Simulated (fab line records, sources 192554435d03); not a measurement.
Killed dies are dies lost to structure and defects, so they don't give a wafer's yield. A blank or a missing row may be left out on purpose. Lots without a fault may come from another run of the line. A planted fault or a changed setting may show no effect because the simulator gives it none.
A struck lot beside a sound one | flow n5_finfet | 34 steps out of a route of 1938
Sound: wafers L314.1, L314.2, L314.3. Struck: wafers L316.1, L316.2, L316.6. The cause comes at the end.
At each step with rows: each side's tool, then ch and its chambers, then its first start. Under that, the readings that differ: sound wafers | struck wafers | difference of the means | sigmas: that difference in standard deviations of wafers without a fault.
alike: readings whose means differ by less than 2 such deviations, and words and numbers that are the same on both sides. not compared: withheld readings, readings that some wafer has no value for, bounds like >300 that may hide the same value, and numbers for which the record gives no deviation and whose values overlap.
The two part at a step that has a row with sigmas, a row that says differs or no value, or rows on one side only. Numbers that don't overlap but have no deviation are shown without sigmas and don't part them. A reading that every wafer of one side lacks parts them only if that side has two wafers or more.

first, 8 steps without rows for these wafers: N5_BEOL_M7_ECD_50 (material Cu, target thk 300 nm); N5_BEOL_M7_ANNEAL_51 (time 90 s); N5_BEOL_M7_CMP_52 (polishes, stops on SiCOH lowk, t overpolish 6.9 s, target thk 80 nm); N5_BEOL_M7_PRE_CLEAN_55 (time 15 s); N5_BEOL_M7_DEP_56 (deposits SiCN from 3MS/NH3, target thk 10 nm, time 17.5 s); N5_BEOL_M8_ILD_DEP_00 (deposits SiCOH lowk from DEMS/porogen, target thk 179.75 nm, time 33.4 s); N5_BEOL_M8_CURE_74 (cures SiCOH lowk, time 240 s); N5_BEOL_M8_PECVD_70 (deposits SiO2 from TEOS/O2, target thk 20 nm, time 22.7 s).
N5_BEOL_M8_HM_DEP_02: deposits TiN, target thk 20 nm.
  sound on pvd_sputter-01, day 12 13:16; struck on pvd_sputter-01, day 13 03:32
  reading                                    | sound          | struck    | difference | sigmas
  model.TiN_of_BEOL_M8_HM_DEP_02.thk_nm (nm) | 19.4 19.4 19.4 | 7 6.8 7.2 | -12        |
  alike: throttle_valve_pct
then, 13 steps without rows for these wafers: N5_BEOL_M8_COAT_59 (time 60 s, resist thk 100 nm); N5_BEOL_M8_COAT_60 (time 60 s, resist thk 35 nm); N5_BEOL_M8_COAT_05 (resist thk 90 nm); N5_BEOL_M8_EBR_07; N5_BEOL_M8_SOFTBAKE_06 (time 60 s); N5_BEOL_M8_EXPOSE_08 (exposes mask M8); N5_BEOL_M8_PEB_09 (peb time 60 s); N5_BEOL_M8_DEVELOP_10 (develop time 30 s); N5_BEOL_M8_DESCUM_16 (chemistry O2, time 7.9 s); N5_BEOL_M8_ETCH_61 (etches SiARC in CF4, target depth 45.5 nm, time 75.8 s); N5_BEOL_M8_ETCH_62 (etches SOC in N2/H2, target depth 110 nm, overetch 22 nm, time 165 s); N5_BEOL_M8_STRIP_68 (strips in N2/H2); N5_BEOL_M8_STRIP_67 (strips in CF4).
N5_BEOL_M8_HM_OPEN_17: chemistry Cl2/BCl3, target TiN, target depth 20 nm, overetch 6 nm.
  sound on rie_metal-02 ch 0,1, day 12 14:01; struck on rie_metal-01 ch 0,1, day 13 04:25
  reading                  | sound             | struck            | difference | sigmas
  oes_product_au (a.u.)    | 0.79 0.64 0.78    | 0.35 0.35 0.35    | -0.39      | -4
  throttle_valve_pct (%)   | 22.07 22.19 22.07 | 22.48 22.77 22.49 | +0.47      | +3
  model.etch.depth_nm (nm) | 19.48 19.42 19.41 | 6.95 6.844 7.104  | -12.47     |
  alike: bcl3_flow_sccm, drypump_motor_current_A
  not compared: rf_hours_counter_h
then, 10 steps without rows for these wafers: N5_BEOL_M8_STRIP_19 (strips in O2); N5_BEOL_M8_COAT_63 (time 60 s, resist thk 60 nm); N5_BEOL_M8_COAT_64 (time 60 s, resist thk 12 nm); N5_BEOL_M8_COAT_71 (time 60 s, resist thk 5 nm); N5_BEOL_M8_COAT_22 (resist thk 30 nm); N5_BEOL_M8_EBR_24; N5_BEOL_M8_SOFTBAKE_23 (time 60 s); N5_BEOL_M8_EXPOSE_25 (exposes mask V7, target cd 40 nm); N5_BEOL_M8_PEB_26 (peb time 60 s); N5_BEOL_M8_DEVELOP_27 (develop time 30 s).
N5_BEOL_M8_TRENCH_ETCH_37: etches SiCOH lowk in C4F6/O2, target depth 93.478 nm, time 31.2 s.
  sound on rie_diel-04 ch 0,1,3; struck on rie_diel-02 ch 1,3
  reading                                    | sound          | struck         | difference | sigmas
  oes_product_au (a.u.)                      | 0.89 0.94 0.84 | 0.73 0.71 0.71 | -0.17      | -2
  model.TiN_of_BEOL_M8_HM_DEP_02.thk_nm (nm) | 16.8 16.8 16.8 | 4.4 4.2 4.4    | -12.5      |
  alike: drypump_motor_current_A, rf_vpp_V, showerhead_plenum_p_Torr, throttle_valve_pct
  not compared: rf_hours_counter_h

WHERE THEY PART
First at N5_BEOL_M8_HM_OPEN_17; last, within this record, at N5_BEOL_M8_TRENCH_ETCH_37.

WHY: what the simulator had put in
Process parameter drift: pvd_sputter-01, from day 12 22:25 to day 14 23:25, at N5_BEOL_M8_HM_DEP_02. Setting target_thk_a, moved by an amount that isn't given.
